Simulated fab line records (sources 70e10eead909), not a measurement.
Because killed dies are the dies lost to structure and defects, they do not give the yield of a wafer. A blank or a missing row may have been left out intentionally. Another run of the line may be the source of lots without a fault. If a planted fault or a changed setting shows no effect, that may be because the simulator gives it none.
fab line records | flow nand_harc
record: lots: 6 wafers: 18 last_day: 29
route steps=1159 shown P_CONTACT@235 END@1159
lots with no fault: from the same line, run without faults
start_h: start of the lot's first displayed wafer, in hours after the record's first day | wait_h: how many hours have passed since the lot's step before this one | " repeats the value in the row above | L1.1+2: a row that stands for several wafers | - value missing, or start not given | * or withheld: withheld | < > ~ a bound
route shown NAME@n: a module of which the file shows steps, and the number in the route of the first | usual: the fault-free wafers' mean and standard deviation | same: alike in all rows | chamber/n: place in a boat | sites: each site's reading | _std_site: how widely they spread, as a standard deviation | _edge_site: outer sites' mean less inner sites' | radius_mm: how far each site lies from the wafer's centre | mask NAME#n: copy n | behind: the tool/chamber that last shaped the wafer | hold: why the lot went on hold/how many hours it stayed there/how the hold came to an end | device: the transistor (n, p or np) that didn't switch | end of line: at the end of the route, the tests of the same wafers | a step given without rows: its recipe and nothing more | killed: at the first sort, the dies lost to defects and structure; wafer yield is something else | map: shows each die of a wafer: x if killed, . if not, _ if none is there
set.NAME: setting as actually run; set.NAME@STEP: the setting as run at that earlier step | model.NAME: the simulator's own value behind a step, which no gauge read
lots at some steps of the route; a table a step, a row a wafer
services: a tool's chamber out of use, with start hour (start_h, from the record's first day; less than 0 if before it), hours out, and reason
== steps ==
step: NHARC_P_CONTACT_DESCUM_17
recipe: time_s: 3 o2_flow_sccm: 200 ar_flow_sccm: 0 bias_power_w: 0 chemistry: O2
step: NHARC_P_CONTACT_ETCH_35
recipe: target_depth_a: 390 over_etch_frac: 0.3 time_s: 65 ion_energy_ev: 80 cf4_flow_sccm: 150 ar_flow_sccm: 0 rf_w: 300 bias_w: 100 chemistry: CF4
usual: bias_w: 100.0/0.31 drypump_motor_current_A: 5.8/0.39 oes_product_au: 0.998/0.01 rf_vpp_V: 151.3/1.2 showerhead_plenum_p_Torr: 1.78/0.069 throttle_valve_pct: 13.283/0.0086
columns lot.wafer tool chamber start_h wait_h bias_w drypump_motor_current_A oes_product_au rf_hours_counter_h rf_vpp_V showerhead_plenum_p_Torr throttle_valve_pct
L354.3 rie_diel-01 3 168.75 0.1 100.3 5.7 1.003 3 151.7 1.76 13.284
L354.6 " 3 " " 99.9 5.7 0.988 - 152.6 1.76 13.277
L354.4 " 1 " " 100.9 6.4 0.983 - 149.6 1.70 13.285
L357.2 rie_diel-01 0 175.69 0.1 100.1 6.0 1.004 4 152.8 1.80 13.288
L357.5 " 0 " " 99.7 6.0 1.004 - 151.4 1.80 13.276
L357.4 " 2 " " 100.2 6.0 1.006 - 153.1 1.87 13.296
L368.3 rie_diel-11 0 203.89 0.1 100.2 6.1 0.997 2 153.5 1.91 13.278
L368.1 " 2 " " 99.9 5.8 0.980 2 150.0 1.67 13.294
L368.6 " 2 " " 99.6 5.9 0.974 - 149.8 1.67 13.276
L371.4 rie_diel-01 2 211.19 0.1 99.7 6.0 0.997 8 151.6 1.87 13.282
L371.3 " 0 " " 99.8 6.0 0.999 9 153.2 1.80 13.274
L371.5 " 2 " " 100.1 6.0 0.991 - 152.5 1.87 13.273
L373.2 rie_diel-01 1 228.02 0.1 99.8 6.4 0.975 9 151.1 1.70 13.273
L373.4 " 2 " " 99.8 6.0 1.000 10 152.7 1.87 13.285
L373.5 " 1 " " 100.1 6.4 0.981 - 149.4 1.70 13.275
L375.2 rie_diel-11 1 241.80 0.1 100.0 5.8 1.002 2 151.1 1.83 13.289
L375.3 " 2 " " 99.5 5.8 0.983 8 149.6 1.67 13.271
L375.6 " 1 " " 99.6 5.8 1.002 - 151.4 1.83 13.282
step: NHARC_P_CONTACT_ETCH_36
recipe: target_depth_a: 2600 over_etch_frac: 0.25 time_s: 406.25 ion_energy_ev: 200 n2_flow_sccm: 150 h2_flow_sccm: 150 ar_flow_sccm: 0 rf_w: 400 bias_w: 150 chemistry: N2/H2
usual: bias_w: 150.1/0.49 drypump_motor_current_A: 5.9/0.39 oes_product_au: 0.999/0.011 rf_vpp_V: 431.1/2.5 showerhead_plenum_p_Torr: 2.06/0.088 throttle_valve_pct: 14.171/0.0096
columns lot.wafer tool chamber start_h wait_h bias_w drypump_motor_current_A oes_product_au rf_hours_counter_h rf_vpp_V showerhead_plenum_p_Torr throttle_valve_pct
L354.3 rie_diel-01 3 - - 149.7 5.7 0.996 3 431.7 2.03 14.187
L354.4 " 3 " " 149.6 5.7 0.988 - 431.1 2.03 14.170
L354.6 " 0 " " 149.7 6.0 1.001 - 432.0 2.08 14.172
L357.2 rie_diel-01 3 - - 150.3 5.7 1.002 4 431.2 2.03 14.170
L357.5 " 0 " " 149.4 6.0 0.998 - 432.0 2.08 14.176
L357.4 " 2 " " 150.3 6.0 1.000 - 433.6 2.17 14.169
L368.1 rie_diel-11 3 - - 149.6 5.3 0.997 2 431.5 2.09 14.163
L368.3 " 0 " " 150.0 6.1 1.010 2 434.5 2.22 14.165
L368.6 " 0 " " 150.2 6.1 1.008 - 434.6 2.22 14.177
L371.4 rie_diel-01 1 - - 150.2 6.4 0.978 7 428.5 1.96 14.165
L371.3 " 2 " " 149.6 6.0 1.004 8 433.8 2.17 14.174
L371.5 " 2 " " 149.0 6.0 1.009 - 433.2 2.17 14.184
L373.2 rie_diel-01 1 - - 150.4 6.4 0.962 9 428.2 1.96 14.172
L373.4 " 2 " " 149.1 6.0 0.998 10 434.3 2.17 14.179
L373.5 " 2 " " 149.0 6.0 1.001 - 435.1 2.17 14.177
L375.3 rie_diel-11 2 - - 150.3 5.9 0.982 8 427.7 1.91 14.176
L375.2 " 0 " " 149.8 6.1 1.001 9 434.8 2.22 14.165
L375.6 " 1 " " 150.2 5.9 1.002 - 432.8 2.12 14.177
step: NHARC_P_CONTACT_ETCH_18
recipe: target_depth_a: 4810 time_s: 240.5 c4f8_flow_sccm: 20 o2_flow_sccm: 10 ar_flow_sccm: withheld rf_w: 600 bias_w: 1500 chemistry: C4F8/O2/Ar
step: NHARC_P_CONTACT_STRIP_37
recipe: c4f8_flow_sccm: withheld o2_flow_sccm: 8 ar_flow_sccm: withheld bias_w: 0 chemistry: C4F8/O2/Ar
step: NHARC_P_CONTACT_ETCH_31
recipe: target_depth_a: 300 time_s: 85.7 ion_energy_ev: 120 over_etch_frac: 1 ch3f_flow_sccm: 50 o2_flow_sccm: 30 ar_flow_sccm: 200 rf_w: 500 bias_w: 100 chemistry: CH3F/O2
usual: bias_w: 100.1/0.33 drypump_motor_current_A: 5.8/0.37 oes_product_au: 0.982/0.01 rf_vpp_V: 244.8/1.7 showerhead_plenum_p_Torr: 2.49/0.11 throttle_valve_pct: 20.665/0.0096
columns lot.wafer tool chamber start_h wait_h bias_w drypump_motor_current_A oes_product_au rf_hours_counter_h rf_vpp_V showerhead_plenum_p_Torr throttle_valve_pct
L354.3 rie_diel-01 0 - - 100.6 6.0 0.982 3 245.5 2.51 20.675
L354.4 " 0 " " 100.8 6.0 0.987 - 245.4 2.51 20.665
L354.6 " 3 " " 100.0 5.7 0.981 - 243.9 2.45 20.665
L357.2 rie_diel-01 0 - - 99.9 6.0 0.982 4 244.0 2.51 20.658
L357.4 " 0 " " 100.1 6.0 0.992 - 244.9 2.51 20.671
L357.5 " 2 " " 99.6 6.0 0.988 - 247.1 2.61 20.680
L368.3 rie_diel-11 0 - - 99.6 6.1 0.993 3 248.4 2.66 20.657
L368.1 " 3 " " 100.0 5.3 0.994 3 245.9 2.52 20.664
L368.6 " 0 " " 100.0 6.1 0.986 - 247.6 2.66 20.656
L371.3 rie_diel-01 1 - - 100.1 6.4 0.961 8 243.2 2.36 20.674
L371.4 " 0 " " 100.3 6.0 0.973 9 245.0 2.51 20.655
L371.5 " 2 " " 99.7 6.0 0.991 - 247.1 2.61 20.657
L373.2 rie_diel-01 2 - - 100.0 6.0 0.976 10 248.2 2.61 20.654
L373.4 " 1 " " 100.1 6.4 0.968 9 241.2 2.36 20.671
L373.5 " 3 " " 100.4 5.7 0.963 - 244.7 2.44 20.653
L375.3 rie_diel-11 0 - - 100.1 6.1 0.992 9 247.4 2.66 20.670
L375.2 " 1 " " 100.1 5.8 0.989 3 245.1 2.55 20.668
L375.6 " 3 " " 99.9 5.3 0.969 - 245.4 2.52 20.671
step: NHARC_P_CONTACT_CD_MEAS_19
usual: cd_nm: 90.7/1.9
columns lot.wafer tool chamber start_h wait_h cd_nm
L354.3 cd_sem-02 - 169.67 - 90.2
L354.4 " - " " 92.0
L354.6 " - " " 93.4
L357.2 cd_sem-01 - 176.60 - 91.9
L357.4 " - " " 89.8
L357.5 " - " " 92.2
L368.1 cd_sem-02 - 204.80 - 90.7
L368.3 " - " " 91.7
L368.6 " - " " 91.9
L371.3 cd_sem-03 - 211.98 - 88.8
L371.4 " - " " 92.8
L371.5 " - " " 90.5
L373.2 cd_sem-03 - 228.81 - 92.0
L373.4 " - " " 89.9
L373.5 " - " " 89.0
L375.2 cd_sem-01 - 242.59 - 87.5
L375.3 " - " " 89.5
L375.6 " - " " 89.1
step: NHARC_P_CONTACT_STRIP_28
recipe: o2_flow_sccm: 500 ar_flow_sccm: 0 bias_w: 0 chemistry: O2
step: NHARC_P_CONTACT_STRIP_29
recipe: time_s: 1200 temp_c: 72.5 chemistry: post_etch_residue_remover
step: NHARC_P_CONTACT_DEGAS_38
recipe: temp_c: 300 time_s: 60
step: NHARC_P_CONTACT_PRE_CLEAN_39
recipe: time_s: 19.5 bias_v: 250 gas: Ar
step: NHARC_P_CONTACT_PVD_32
recipe: target_thk_a: 50 chamber_pressure_pa: 5 power_w: 5000 substrate_temp_c: 200 time_s: 17.7 material: Ti
usual: throttle_valve_pct: 29.7/0.87
columns lot.wafer tool chamber start_h wait_h throttle_valve_pct
L354.4 pvd_sputter-02 - - - 29.5
L354.3 " - " " 29.6
L354.6 " - " " 29.9
L357.4 pvd_sputter-02 - - - 29.2
L357.2 " - " " 29.8
L357.5 " - " " 29.4
L368.1 pvd_sputter-03 - - - 28.9
L368.3 " - " " 29.1
L368.6 " - " " 31.2
L371.4 pvd_sputter-02 - - - 30.1
L371.3 " - " " 29.3
L371.5 " - " " 29.6
L373.2 pvd_sputter-03 - - - 29.0
L373.4 " - " " 29.5
L373.5 " - " " 28.9
L375.2 pvd_sputter-02 - - - 29.1
L375.3 " - " " 30.3
L375.6 " - " " 29.3
step: NHARC_P_CONTACT_ALD_22
recipe: target_thk_a: 30 pulse_time_s: 1 ald_cycles: 150 temp_c: 450 material: TiN
usual: ald_cycles: 150/0 heater_power_w: 1082/100 precursor_pulse_height_rel: 1.000/0.019 susceptor_temp_C: 450.03/0.23
columns lot.wafer tool chamber start_h wait_h ald_cycles heater_power_w precursor_pulse_height_rel susceptor_temp_C
L354.4 ald_metal-04 1 170.70 - 150 1039 0.998 449.78
L354.3 " 2 " " 150 1219 0.991 449.64
L354.6 " 3 " " 150 1161 1.013 450.11
L357.4 ald_metal-03 2 177.63 - 150 1071 1.015 450.19
L357.2 " 3 " " 150 1066 1.021 450.05
L357.5 " 1 " " 150 1148 0.973 449.62
L368.3 ald_metal-03 2 205.79 - 150 1059 1.006 450.47
L368.1 " 0 " " 106 891 1.003 449.91
L368.6 " 2 " " 150 1090 1.024 450.31
L371.4 ald_metal-03 2 212.95 - 150 1091 0.975 450.22
L371.3 " 3 " " 150 1097 0.995 449.86
L371.5 " 3 " " 106 1077 0.979 449.51
L373.4 ald_metal-01 1 229.76 - 150 1305 1.026 450.34
L373.2 " 3 " " 150 1115 1.016 450.43
L373.5 " 2 " " 150 989 1.003 450.05
L375.2 ald_metal-01 2 243.58 - 150 1033 1.011 449.81
L375.3 " 0 " " 150 1006 1.023 450.02
L375.6 " 3 " " 150 1089 0.994 450.32
step: NHARC_P_CONTACT_CVD_23
recipe: target_thk_a: 2000 temp_c: 300 pressure_torr: 40 wf6_flow_sccm: 40 h2_flow_sccm: 1600 ar_flow_sccm: 1560 time_s: 557 material: W
usual: heater_power_w: 456/68 susceptor_temp_C: 300.01/0.19 throttle_valve_pct: 7.87/0.19
columns lot.wafer tool chamber start_h wait_h heater_power_w susceptor_temp_C throttle_valve_pct
L354.3 cvd_w-01 1 - - 374 - 8.13
L354.4 " 0 " " 519 - 8.04
L354.6 " 1 " " 376 - 7.60
L357.2 cvd_w-02 1 - - 531 300.24 8.04
L357.4 " 1 " " 525 300.21 7.86
L357.5 " 0 " " 462 300.13 7.71
L368.1 cvd_w-01 0 - - 517 299.86 7.76
L368.3 " 0 " " 502 299.83 8.09
L368.6 " 1 " " 371 300.18 7.81
L371.3 cvd_w-01 1 - - 363 299.91 8.06
L371.4 " 0 " " 510 299.71 7.85
L371.5 " 0 " " 523 299.87 8.06
L373.2 cvd_w-01 1 - - 380 300.06 7.97
L373.4 " 0 " " 508 300.00 7.93
L373.5 " 1 " " 375 300.07 7.88
L375.2 cvd_w-01 1 - - 374 300.01 8.02
L375.3 " 1 " " 378 300.05 7.91
L375.6 " 0 " " 512 299.88 8.04
step: NHARC_END_SORT_01
recipe: temp_c: 25
usual: killed_at_array: 29/11 killed_at_other: 0.5/0.85 killed_at_periphery: 3.0/2.3 killed_dies: 33/12 killed_open: 3.3/1.9 killed_short: 2.0/1.5
same: gross_dies: 677
columns lot.wafer tool chamber start_h wait_h killed_at_array killed_at_other killed_at_periphery killed_dies killed_open killed_short
L368.1 prober-01 0 626.51 2.5 31 0 6 37 2 3
L368.3 prober-01 0 628.13 3.1 21 0 9 30 6 1
L368.6 prober-01 0 630.56 4.1 34 0 6 40 4 1
killed by level:class
L368.1 A_CHANNEL_HOLE_D1:chamber_film_flake=19 A_CONTACT:chamber_film_flake=6 P_CONTACT:chamber_film_flake=2 A_STAIRCASE:chamber_film_flake=2 P_STI:geometric_particle:short=1 P_GATE:geometric_particle:short=1 A_ONON_D1:geometric_particle:short=1 A_WL_FILL:geometric_particle:open=1
L368.3 A_CHANNEL_HOLE_D1:chamber_film_flake=15 P_M0:geometric_particle:open=3 A_STAIRCASE:chamber_film_flake=3 P_CONTACT:chamber_film_flake=2 A_CONTACT:chamber_film_flake=2 P_GATE:geometric_particle:open=1 P_CONTACT:geometric_particle:open=1 P_M1:geometric_particle:short=1
L368.6 A_CHANNEL_HOLE_D1:chamber_film_flake=17 A_CONTACT:chamber_film_flake=7 A_STAIRCASE:chamber_film_flake=3 P_GATE:chamber_film_flake=2 P_CONTACT:chamber_film_flake=2 A_ZERO_WELL:chamber_film_flake=2 P_CONTACT:geometric_particle:open=1 A_CHANNEL_FILL_D1:geometric_particle:short=1
== services ==
columns tool chamber start_h hours kind
rie_diel-01 0 146.80 - clean
rie_diel-01 1 146.80 - clean
rie_diel-01 2 146.80 - clean
rie_diel-01 3 146.80 - clean
rie_diel-11 3 160.17 39.0 repair
rie_diel-01 2 166.91 5.6 repair
rie_diel-01 0 171.30 - clean
rie_diel-01 1 171.30 - clean
rie_diel-01 3 171.30 - clean
rie_diel-01 1 173.41 8.6 repair
rie_diel-11 0 178.67 3.2 repair
pvd_sputter-03 - 179.13 6.0 repair
ald_metal-03 0 189.13 7.9 repair
cvd_w-02 - 195.31 13.0 pm
rie_diel-01 0 195.80 - clean
rie_diel-01 1 195.80 - clean
rie_diel-01 2 195.80 - clean
rie_diel-01 3 195.80 - clean
rie_diel-11 1 198.11 7.5 repair
rie_diel-11 1 212.34 12.9 repair
pvd_sputter-02 - 214.07 10.0 pm
rie_diel-01 2 215.67 2.9 repair
ald_metal-04 - 228.11 10.0 pm
rie_diel-01 1 241.90 7.6 repair
== key ==
first_sign: step: NHARC_P_CONTACT_ALD_22 reading: ald_cycles direction: down sigmas: 99+ usual: 150 struck: 106
effect none on later readings
met_at NHARC_P_CONTACT_ALD_22
struck_wafers L368.1,L371.5
tester_left_out L368,L371
onset_between 177.63 205.79
fault: kind: process_parameter_drift tool: ald_metal-03 chamber: - onset_h: 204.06 steps: NHARC_P_CONTACT_ALD_22 channel: ald_cycles offset: -44 shape: step end_h: 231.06 scope: struck_wafers_only acts_in: these_recipes_only stated: 150
tester_left_out: of these lots the tester's yield and bins aren't shown, on N5 and GAA mostly nor the transistor test; their killed dies are dies lost to structure and defects alone, not to doping, threshold or leakage, so they don't give the yield
